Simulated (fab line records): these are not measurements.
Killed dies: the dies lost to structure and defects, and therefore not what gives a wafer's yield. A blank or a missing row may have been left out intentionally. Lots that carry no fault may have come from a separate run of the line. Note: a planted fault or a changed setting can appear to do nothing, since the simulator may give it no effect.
fab line records ; flow nand_harc
[record] lots = 5; wafers = 15; last_day = 33
route steps=1302 shown P_GATE@170 END@1302
lots that met no fault: from a run of the same line without faults
start_h: the number of hours between the record's first day and the start of the first shown wafer of the lot ; wait_h: how many hours have passed since the lot's step before this one ; " identical to the entry in the row above ; L1.1+2: a single row standing in for several wafers ; - no value present, or no start provided ; * or withheld: withheld ; < > ~ a bound
route shown NAME@n: NAME is a module with steps in the file, n the number in the route of the first one ; usual: mean and standard deviation over wafers with no fault ; same: alike in all rows ; chamber/n: place in a boat ; sites: readings site by site ; _std_site: their standard deviation ; _edge_site: inner sites' mean taken away from outer sites' mean ; radius_mm: how far each site lies from the wafer's centre ; mask NAME#n: copy n ; behind: the most recent tool/chamber to have shaped the wafer ; hold: reason for holding the lot/hours on hold/outcome of the hold ; device: which transistor (n, p or np) failed to switch ; end of line: tests of these same wafers at the route's end ; a step given without rows: its recipe and nothing more ; killed: the dies lost at the first sort to structure and to defects; this is not the yield of the wafer ; map: dies across one wafer; x = killed, . = not, _ = none there
set.NAME: the setting that was run; set.NAME@STEP: the one run at that earlier step ; model.NAME: the simulator's own value behind a step, which no gauge read
lots seen at some steps along the route; tables by step, rows by wafer
services: the hour from which a tool's chamber was out of use, counted from the record's first day as start_h (under 0 if before that day), plus the number of hours and why
[[steps]]
[step NHARC_P_GATE_CD_MEAS_46]
[recipe] target_cd_nm = 720; landing_energy_ev = 500
[usual] cd_nm = 719.7/1.5
lot.wafer;tool;chamber;start_h;wait_h;cd_nm
L378.3;cd_sem-01;0;113.19;-;718.6
L378.4;cd_sem-01;0;113.19;-;717.5
L378.5;cd_sem-01;0;113.19;-;720.4
L380.1;cd_sem-01;0;127.08;-;720.8
L380.5;cd_sem-01;0;127.08;-;721.2
L380.6;cd_sem-01;0;127.08;-;721.7
L387.2;cd_sem-02;0;193.95;-;721.8
L387.3;cd_sem-02;0;193.95;-;719.8
L387.4;cd_sem-02;0;193.95;-;720.2
L392.2;cd_sem-03;0;254.27;-;719.7
L392.5;cd_sem-03;0;254.27;-;718.3
L392.6;cd_sem-03;0;254.27;-;717.6
L401.3;cd_sem-02;0;341.26;-;719.5
L401.5;cd_sem-02;0;341.26;-;717.1
L401.6;cd_sem-02;0;341.26;-;720.8
[step NHARC_P_GATE_HARDBAKE_47]
[recipe] temp_c = 125; time_s = 80
[step NHARC_P_GATE_DESCUM_48]
[recipe] time_s = 3; o2_flow_sccm = 200; ar_flow_sccm = 0; bias_power_w = 0; chemistry = O2
[usual] drypump_motor_current_A = 5.6/0.34; oes_product_au = 0.999/0.008; rf_vpp_V = 57.8/0.89; showerhead_plenum_p_Torr = 1.90/0.078; throttle_valve_pct = 11.311/0.009
lot.wafer;tool;chamber;start_h;wait_h;drypump_motor_current_A;oes_product_au;rf_hours_counter_h;rf_vpp_V;showerhead_plenum_p_Torr;throttle_valve_pct
L378.3;rie_diel-09;2;113.34;-;5.9;1.001;8;58.1;1.80;11.304
L378.4;rie_diel-09;1;113.34;-;5.8;0.993;6;57.3;1.84;11.308
L378.5;rie_diel-09;2;113.34;-;5.9;1.011;-;58.3;1.80;11.307
L380.1;rie_diel-09;0;127.24;-;5.6;1.005;9;56.7;1.79;11.301
L380.6;rie_diel-09;0;127.24;-;5.6;1.008;-;59.0;1.79;11.313
L380.5;rie_diel-09;1;127.24;-;5.8;1.004;-;57.8;1.84;11.317
L387.4;rie_diel-04;2;194.12;-;5.4;0.994;0;57.1;1.93;11.324
L387.2;rie_diel-04;3;194.12;-;5.5;0.997;0;59.2;1.97;11.316
L387.3;rie_diel-04;0;194.12;-;5.8;1.004;0;57.8;1.90;11.327
L392.2;rie_diel-04;0;254.44;-;5.8;1.010;4;56.9;1.90;11.311
L392.5;rie_diel-04;3;254.44;-;5.4;1.000;-;57.4;1.97;11.310
L392.6;rie_diel-04;0;254.44;-;5.8;1.021;-;57.0;1.90;11.316
L401.3;rie_diel-04;1;341.44;-;5.8;0.998;9;56.9;1.98;11.317
L401.6;rie_diel-04;3;341.44;-;5.5;0.997;-;57.6;1.97;11.307
L401.5;rie_diel-04;0;341.44;-;5.8;1.007;-;57.7;1.90;11.295
[step NHARC_P_GATE_IMPLANT_49]
[recipe] energy_kev = 30; dose_cm2 = 3e+15; tilt_deg = 7
[step NHARC_P_GATE_STRIP_111]
[recipe] power_w = 1500; temp_c = 110; time_s = 250; chemistry = N2/H2
[usual] drypump_motor_current_A = 5.93/0.3; heater_power_w = 91/7.2; temp_c = 109.99/0.15
lot.wafer;tool;chamber;start_h;wait_h;drypump_motor_current_A;heater_power_w;rf_hours_counter_h;temp_c
L378.3;plasma_asher-02;0;113.81;0.2;6.19;88;-;109.94
L378.4;plasma_asher-02;1;113.81;0.2;5.42;81;-;109.93
L378.5;plasma_asher-02;0;113.81;0.2;6.19;86;-;109.93
L380.1;plasma_asher-01;0;127.66;0.2;5.99;102;25;109.93
L380.6;plasma_asher-01;1;127.66;0.2;6.09;98;-;110.04
L380.5;plasma_asher-01;0;127.66;0.2;6.00;101;-;109.98
L387.2;plasma_asher-02;0;194.54;0.2;6.20;86;26;110.01
L387.3;plasma_asher-02;1;194.54;0.2;5.43;82;-;109.61
L387.4;plasma_asher-02;0;194.54;0.2;6.19;85;-;110.00
L392.2;plasma_asher-01;0;255.01;0.4;6.02;100;16;109.86
L392.5;plasma_asher-01;0;255.01;0.4;6.03;101;-;109.89
L392.6;plasma_asher-01;1;255.01;0.4;6.06;98;-;109.92
L401.3;plasma_asher-01;0;341.91;0.3;6.03;100;-;110.17
L401.5;plasma_asher-01;0;341.91;0.3;6.01;97;-;110.18
L401.6;plasma_asher-01;1;341.91;0.3;6.08;93;-;109.75
[step NHARC_P_GATE_STRIP_75]
[recipe] power_w = 1500; temp_c = 250; chemistry = O2
[usual] drypump_motor_current_A = 5.93/0.29; heater_power_w = 340/26; temp_c = 250.02/0.17
lot.wafer;tool;chamber;start_h;wait_h;drypump_motor_current_A;heater_power_w;rf_hours_counter_h;temp_c
L378.3;plasma_asher-02;0;114.04;0.2;6.20;326;-;250.00
L378.4;plasma_asher-02;1;114.04;0.2;5.45;308;-;249.68
L378.5;plasma_asher-02;0;114.04;0.2;6.20;319;-;249.86
L380.1;plasma_asher-01;0;127.92;0.2;6.02;364;25;249.95
L380.6;plasma_asher-01;1;127.92;0.2;6.10;348;-;249.89
L380.5;plasma_asher-01;0;127.92;0.2;6.02;372;-;250.24
L387.2;plasma_asher-02;0;194.80;0.2;6.18;321;27;249.92
L387.3;plasma_asher-02;1;194.80;0.2;5.45;318;-;250.09
L387.4;plasma_asher-02;0;194.80;0.2;6.19;317;-;249.76
L392.2;plasma_asher-01;0;255.31;0.2;6.00;377;16;249.98
L392.5;plasma_asher-01;0;255.31;0.2;6.01;376;-;249.77
L392.6;plasma_asher-01;1;255.31;0.2;6.11;356;-;250.15
L401.3;plasma_asher-01;0;342.14;0.2;6.01;382;-;250.03
L401.5;plasma_asher-01;0;342.14;0.2;6.03;374;-;250.14
L401.6;plasma_asher-01;1;342.14;0.2;6.08;360;-;249.99
[step NHARC_P_GATE_STRIP_50]
[recipe] time_s = 900; temp_c = 130; chemistry = SPM
[step NHARC_P_GATE_DEHYDRATE_51]
[recipe] temp_c = 150; time_s = 120
[step NHARC_P_GATE_HMDS_52]
[recipe] time_s = 30
[step NHARC_P_GATE_COAT_53]
[recipe] spin_rpm = 3000
[step NHARC_P_GATE_SOFTBAKE_54]
[recipe] temp_c = 122; time_s = 95
[step NHARC_P_GATE_EBR_55]
[step NHARC_P_GATE_EXPOSE_56]
[recipe] na = 0.6; target_cd_nm = 720; dose_mj = 14.81; mask_id = P_PSD
lot.wafer;tool;chamber;start_h;wait_h;mask
L378.3+4+5;krf_scanner-01;0;114.81;-;P_PSD#0
L380.1+5+6;krf_scanner-04;0;128.68;-;P_PSD#0
L387.2+3+4;krf_scanner-04;0;195.56;-;P_PSD#0
L392.2+5+6;krf_scanner-04;0;256.08;-;P_PSD_R1#0
L401.3+5+6;krf_scanner-01;0;342.89;-;P_PSD#0
[step NHARC_P_GATE_PEB_57]
[recipe] peb_temp_c = 118; peb_time_s = 85
[step NHARC_P_GATE_DEVELOP_58]
[recipe] time_s = 70
[step NHARC_P_GATE_CD_MEAS_59]
[recipe] target_cd_nm = 720; landing_energy_ev = 500
[usual] cd_nm = 719.8/1.3
lot.wafer;tool;chamber;start_h;wait_h;cd_nm
L378.3;cd_sem-03;0;114.96;-;722.6
L378.4;cd_sem-03;0;114.96;-;720.1
L378.5;cd_sem-03;0;114.96;-;719.4
L380.1;cd_sem-01;0;128.84;-;719.4
L380.5;cd_sem-01;0;128.84;-;718.9
L380.6;cd_sem-01;0;128.84;-;718.7
L387.2;cd_sem-03;0;195.72;-;718.1
L387.3;cd_sem-03;0;195.72;-;719.2
L387.4;cd_sem-03;0;195.72;-;719.3
L392.2;cd_sem-03;0;256.24;-;780.3
L392.5;cd_sem-03;0;256.24;-;779.6
L392.6;cd_sem-03;0;256.24;-;779.7
L401.3;cd_sem-01;0;343.04;-;717.6
L401.5;cd_sem-01;0;343.04;-;718.8
L401.6;cd_sem-01;0;343.04;-;717.2
[step NHARC_P_GATE_HARDBAKE_60]
[recipe] temp_c = 125; time_s = 80
[step NHARC_END_SORT_01]
[recipe] temp_c = 25
[usual] killed_at_array = 46/15; killed_at_other = 0.8/1.1; killed_at_periphery = 4.0/2.9; killed_dies = 50/15; killed_open = 3.2/1.8; killed_short = 2.3/1.6
[same] gross_dies = 677
lot.wafer;tool;chamber;start_h;wait_h;killed_at_array;killed_at_other;killed_at_periphery;killed_dies;killed_open;killed_short
L392.2;prober-01;0;714.17;2.8;82;0;3;85;3;3
L392.5;prober-01;0;716.60;3.7;79;2;2;83;2;0
// killed by level:class
L392.2 A_CHANNEL_HOLE_D1:chamber_film_flake=27 A_SLIT:chamber_film_flake=23 A_CHANNEL_HOLE_D2:chamber_film_flake=16 A_CONTACT:chamber_film_flake=5 A_CHANNEL_FILL_D1:geometric_particle:open=3 A_WL_FILL:geometric_particle:short=2 P_GATE:area_expose=2 A_ONON_D2:geometric_particle:short=1
L392.5 A_SLIT:chamber_film_flake=26 A_CHANNEL_HOLE_D1:chamber_film_flake=26 A_CHANNEL_HOLE_D2:chamber_film_flake=20 A_STAIRCASE:chamber_film_flake=2 A_WL_FILL:chamber_film_flake=2 THIN_TSV:chamber_film_flake=2 P_M1:geometric_particle:open=1 A_ONON_D1:geometric_particle:open=1
[[services]]
tool;chamber;start_h;hours;kind
plasma_asher-01;-;101.70;3.2;repair
plasma_asher-02;-;103.84;2.3;repair
krf_scanner-01;-;140.00;4.0;pm
rie_diel-09;-;143.10;9.0;pm
krf_scanner-04;-;155.82;2.3;repair
plasma_asher-01;-;165.00;9.0;pm
plasma_asher-01;0;165.00;9.0;vent_cycle
rie_diel-04;-;177.98;9.0;pm
krf_scanner-04;-;182.00;4.0;pm
krf_scanner-01;-;209.27;0.7;repair
krf_scanner-01;-;213.28;0.4;repair
rie_diel-04;2;218.43;1.9;repair
krf_scanner-01;-;221.87;0.4;repair
krf_scanner-01;-;237.11;10.7;repair
plasma_asher-02;-;242.15;0.3;repair
krf_scanner-04;-;244.51;1.6;repair
plasma_asher-02;-;249.22;9.0;pm
plasma_asher-02;-;272.82;0.7;repair
rie_diel-09;2;278.50;6.1;repair
rie_diel-04;0;284.99;1.9;repair
rie_diel-04;-;294.96;0.3;repair
rie_diel-09;0;298.05;10.4;repair
krf_scanner-01;-;312.02;4.0;pm
rie_diel-09;-;320.10;9.0;pm
[[key]]
[first_sign] step = NHARC_P_GATE_EXPOSE_56; reading = mask; direction = changed
[effect] step = NHARC_P_GATE_CD_MEAS_59; reading = cd_nm; direction = up; sigmas = 48; usual = 719.8; struck = 779.8
met_at NHARC_P_GATE_EXPOSE_56
struck_wafers L392.2,L392.5,L392.6
tester_left_out L392
onset_between 195.56 256.08
[fault] kind = wrong_mask; tool = any; chamber = -; onset_h = 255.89; steps = NHARC_P_GATE_EXPOSE_56; aux_copy = P_PSD_R1#0; cd_offset_nm = 59.424; scope = struck_lots_only
// tester_left_out: of these lots the tester's yield and bins aren't shown, on N5 and GAA mostly nor the transistor test; their killed dies are dies lost to structure and defects alone, not to doping, threshold or leakage, so they don't give the yield
